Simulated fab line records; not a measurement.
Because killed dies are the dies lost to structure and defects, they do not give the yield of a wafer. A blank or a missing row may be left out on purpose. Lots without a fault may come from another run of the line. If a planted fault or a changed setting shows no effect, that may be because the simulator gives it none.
Chamber matching | flow nandHarc | NHARC_A_STAIRCASE_ETCH_292 on rieDiel-07: 4 sister chambers
The step etches the open film in CF4/CHF3. 7 wafers are shown with their chamber, then 7 later ones without.

== WAFERS WITH THEIR CHAMBER ==
wafer  | chamber | drypumpMotorCurrentA (A) | showerheadPlenumPTorr (Torr)
L076.6 | 3       | 5.0                      | 1.53
L077.1 | 2       | 6.5                      | 1.58
L080.3 | 1       | 6.1                      | 1.67
L080.4 | 3       | 5.1                      | 1.52
L080.5 | 0       | 6.1                      | 1.60
L088.2 | 0       | 6.0                      | 1.59
L088.4 | 1       | 6.1                      | 1.67

== WAFERS MISSING THEIR CHAMBER ==
wafer  | drypumpMotorCurrentA (A) | showerheadPlenumPTorr (Torr)
L088.5 | 6.5                      | 1.57
L090.2 | 6.5                      | 1.57
L090.3 | 6.1                      | 1.66
L090.4 | 6.1                      | 1.66
L094.1 | 5.1                      | 1.51
L094.2 | 6.0                      | 1.58
L094.4 | 6.5                      | 1.57

== THE CHAMBER EACH PASSED THROUGH ==
wafer  | from the rows above | in truth
L088.5 | 2                   | 2
L090.2 | 2                   | 2
L090.3 | 1                   | 1
L090.4 | 1                   | 1
L094.1 | 3                   | 3
L094.2 | 0                   | 0
L094.4 | 2                   | 2
Placed correctly: 7 of 7. Number that these rows cannot place: 0. 0 placed wrongly.
How it was worked out, from the rows above alone: a wafer's distance from a chamber is the root of the sum, over the readings, of the square of ((its reading less the chamber's mean) divided by the reading's scatter). The wafer belongs to the nearest chamber; if the next one is less than 2 further off, it can't be placed. For every chamber, the mean is computed from those of its wafers that are shown. The scatter is the square root of a quotient: the sum, over the shown wafers, of each reading's squared deviation from its chamber's mean, divided by wafers minus chambers.
